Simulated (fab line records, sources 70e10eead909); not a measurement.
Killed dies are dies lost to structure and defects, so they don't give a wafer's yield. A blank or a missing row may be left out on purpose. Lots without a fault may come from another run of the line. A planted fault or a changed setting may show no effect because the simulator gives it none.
One fault seen from 3 desks | flow nand_harc | each desk has only its own numbers; what lay behind them comes last

THE METROLOGY DESK
What the gauges read, lot by lot, whatever tool the lot ran on: means of the sampled wafers that have a number. A lot is out of limits, marked OUT, if its mean lies more than 4 standard deviations from the usual mean; the brackets give that distance.
Columns: A = cd_nm at NHARC_A_CONTACT_CD_MEAS_08, usual 200.1 nm; B = overlay_x_nm at NHARC_A_CONTACT_OVL_MEAS_09, usual 0.0 nm; C = overlay_y_nm at NHARC_A_CONTACT_OVL_MEAS_09, usual 0.1 nm; D = cd_nm at NHARC_A_CONTACT_CD_MEAS_15, usual 190.0 nm
lot  | first seen here | A     | B    | C    | D
L302 | day 22 13:38    | 200.0 | -1.3 | 0.2  | 189.7
L303 | day 23 00:38    | 200.8 | 0.8  | 1.8  | 190.3
L311 | day 26 13:38    | 200.0 | 1.5  | -0.7 | 190.3
L313 | day 27 00:40    | 199.0 | 0.4  | 0.1  | 189.6
L319 | day 29 17:50    | 200.3 | -0.3 | 0.5  | 190.1
L320 | day 30 04:23    | 199.4 | 0.1  | 0.1  | 189.8
This desk's finding: nothing out of limits on any of the 6 lots.

THE DEFECT DESK
What the inspections along the route counted, lot by lot: means of the sampled wafers that have a number. A lot is out of limits, marked OUT, if its mean lies more than 4 standard deviations from the usual mean; the brackets give that distance.
Columns: A = raw_defect_count at NHARC_A_CONTACT_INSPECT_10, usual 75
lot  | first seen here | A
L302 | day 22 13:45    | 138
L303 | day 23 00:45    | 121
L311 | day 26 13:45    | 81
L313 | day 27 00:47    | 120
L319 | day 29 17:57    | 77
L320 | day 30 04:31    | 68
This desk's finding: nothing out of limits on any of the 6 lots.

THE TOOL OWNER'S DESK: rie_diel-12
The tool's own readings at NHARC_A_CONTACT_ETCH_31 (etches the open film in O2/COS, target depth 2800 nm, time 728 s): means of the sampled wafers that have a number, for each lot that ran on this tool. A lot is out of limits, marked OUT, if its mean lies more than 4 standard deviations from the usual mean; the brackets give that distance.
Columns: A = drypump_motor_current_A at NHARC_A_CONTACT_ETCH_31, usual 5.8 A; B = oes_product_au at NHARC_A_CONTACT_ETCH_31, usual 1.001 a.u.; C = rf_vpp_V at NHARC_A_CONTACT_ETCH_31, usual 313.2 V; D = showerhead_plenum_p_Torr at NHARC_A_CONTACT_ETCH_31, usual 3.06 Torr; E = throttle_valve_pct at NHARC_A_CONTACT_ETCH_31, usual 28.331 %
lot  | first seen here | A   | B     | C     | D    | E
L302 | day 22 14:34    | 5.6 | 0.997 | 312.7 | 3.06 | 28.334
L319 | day 29 18:39    | 5.2 | 0.995 | 314.6 | 3.08 | 28.325
L320 | day 30 05:13    | 5.2 | 0.998 | 314.1 | 3.08 | 28.332
This desk's finding: nothing out of limits on any of the 3 lots.

PUT TOGETHER
The metrology desk saw nothing out of limits.
The defect desk saw nothing out of limits.
The tool owner's desk saw nothing out of limits.

WHAT THE SIMULATOR HAD PUT IN
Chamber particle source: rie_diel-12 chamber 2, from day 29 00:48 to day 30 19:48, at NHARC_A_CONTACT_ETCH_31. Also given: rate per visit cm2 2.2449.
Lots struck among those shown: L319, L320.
